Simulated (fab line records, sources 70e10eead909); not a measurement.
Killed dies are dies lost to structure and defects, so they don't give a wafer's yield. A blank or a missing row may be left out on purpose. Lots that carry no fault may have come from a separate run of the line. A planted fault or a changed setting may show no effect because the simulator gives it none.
Chamber matching ; flow nand_harc ; NHARC_A_STAIRCASE_ETCH_292 on rie_diel-04 has 3 sister chambers
The step etches the open film in CF4/CHF3. 6 wafers are shown with their chamber, then 5 later ones without.

== EACH WAFER AND ITS CHAMBER ==
wafer;chamber;drypump_motor_current_A (A);showerhead_plenum_p_Torr (Torr)
L078.5;1;5.4;1.65
L078.6;0;5.8;1.67
L088.4;3;5.6;1.59
L088.5;0;5.8;1.66
L088.6;3;5.6;1.59
L091.1;1;5.5;1.64

== WAFERS WITHOUT THEIR CHAMBER ==
wafer;drypump_motor_current_A (A);showerhead_plenum_p_Torr (Torr)
L091.4;5.8;1.66
L091.5;5.8;1.66
L094.6;5.8;1.66
L096.1;5.4;1.64
L096.5;5.8;1.65

== WHICH CHAMBER EACH ONE RAN IN ==
wafer;from the rows above;in truth
L091.4;0;0
L091.5;0;0
L094.6;0;0
L096.1;1;1
L096.5;0;0
Placed correctly: 5 of 5. Number that these rows cannot place: 0. 0 placed wrongly.
How it was worked out, from the rows above alone: a wafer's distance from a chamber is the root of the sum, over the readings, of the square of ((its reading less the chamber's mean) divided by the reading's scatter). The wafer belongs to the nearest chamber; if the next one is less than 2 further off, it can't be placed. A chamber's mean is the mean of its shown wafers. The scatter: the root of (the sum of the squares of (reading less its chamber's mean) over the shown wafers, divided by (wafers less chambers)).
